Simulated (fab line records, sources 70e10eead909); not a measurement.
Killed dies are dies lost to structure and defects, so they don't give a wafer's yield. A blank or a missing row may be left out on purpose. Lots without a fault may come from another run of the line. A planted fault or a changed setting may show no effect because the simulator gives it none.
A struck lot beside a sound one | flow nand_harc | 14 steps out of a route of 1302
Sound: wafers L615.1, L615.3, L615.5. Struck: wafers L629.1, L629.5. (L629.2 of the same lot was not struck and is left out.) The cause comes at the end.
At each step with rows: each side's tool, then ch and its chambers, then its first start. Under that, the readings that differ: sound wafers | struck wafers | difference of the means | sigmas: that difference in standard deviations of wafers without a fault.
alike: readings whose means differ by less than 2 such deviations, and words and numbers that are the same on both sides. not compared: withheld readings, readings that some wafer has no value for, bounds like >300 that may hide the same value, and numbers for which the record gives no deviation and whose values overlap.
The two part at a step that has a row with sigmas, a row that says differs or no value, or rows on one side only. Numbers that don't overlap but have no deviation are shown without sigmas and don't part them. A reading that every wafer of one side lacks parts them only if that side has two wafers or more.

first, 8 steps without rows for these wafers: NHARC_THIN_TSV_DEHYDRATE_25 (time 120 s); NHARC_THIN_TSV_HMDS_26 (time 30 s); NHARC_THIN_TSV_COAT_27; NHARC_THIN_TSV_SOFTBAKE_28 (time 95 s); NHARC_THIN_TSV_EBR_29; NHARC_THIN_TSV_EXPOSE_30 (exposes mask PAD); NHARC_THIN_TSV_PEB_31 (peb time 85 s); NHARC_THIN_TSV_DEVELOP_32 (time 70 s).
NHARC_THIN_TSV_CD_MEAS_33: target cd 5000 nm.
  sound on cd_sem-02 ch 0, day 27 03:11; struck on cd_sem-01 ch 0, day 32 18:29
  alike: cd_nm
then, 1 step without rows for these wafers: NHARC_THIN_TSV_HARDBAKE_34 (time 80 s).
NHARC_THIN_TSV_DESCUM_35: chemistry O2, time 3 s.
  sound on rie_diel-10 ch 0,2,3, day 27 03:22; struck on rie_diel-10 ch 0,1, day 32 18:38
  alike: drypump_motor_current_A, oes_product_au, rf_vpp_V, showerhead_plenum_p_Torr, throttle_valve_pct
  not compared: rf_hours_counter_h
NHARC_THIN_TSV_ETCH_59: etches the open film in Cl2/BCl3, target depth 880 nm, time 138.1 s.
  sound on rie_metal-03 ch 0, day 27 03:29; struck on rie_metal-01 ch 0,1, day 32 18:46
  reading                     | sound       | struck  | difference | sigmas
  drypump_motor_current_A (A) | 6.5 6.5 6.5 | 5.5 4.8 | -1.3       | -3
  alike: oes_product_au, run_length_s, throttle_valve_pct
  not compared: rf_hours_counter_h
NHARC_THIN_TSV_ETCH_36: etches the open film in Cl2/BCl3, target depth 65 nm, time 18.571 s.
  sound on rie_metal-03 ch 0, day 27 03:58; struck on rie_metal-01 ch 0, day 32 19:02
  reading                     | sound          | struck    | difference | sigmas
  drypump_motor_current_A (A) | 6.5 6.5 6.5    | 4.8 4.8   | -1.7       | -3
  run_length_s (s)            | 39.6 39.6 40.1 | 35.2 35.3 | -4.5       | -12
  alike: oes_product_au
  not compared: rf_hours_counter_h
NHARC_THIN_TSV_STRIP_56: strips in O2.
  sound on plasma_asher-01 ch 0,1, day 27 04:08; struck on plasma_asher-01 ch 0, day 32 19:08
  alike: drypump_motor_current_A, heater_power_w
  not compared: rf_hours_counter_h

WHERE THEY PART
First at NHARC_THIN_TSV_ETCH_59; last, within this record, at NHARC_THIN_TSV_ETCH_36. Later steps at which nothing parts them and some readings are alike: NHARC_THIN_TSV_STRIP_56.

WHY: what the simulator had put in
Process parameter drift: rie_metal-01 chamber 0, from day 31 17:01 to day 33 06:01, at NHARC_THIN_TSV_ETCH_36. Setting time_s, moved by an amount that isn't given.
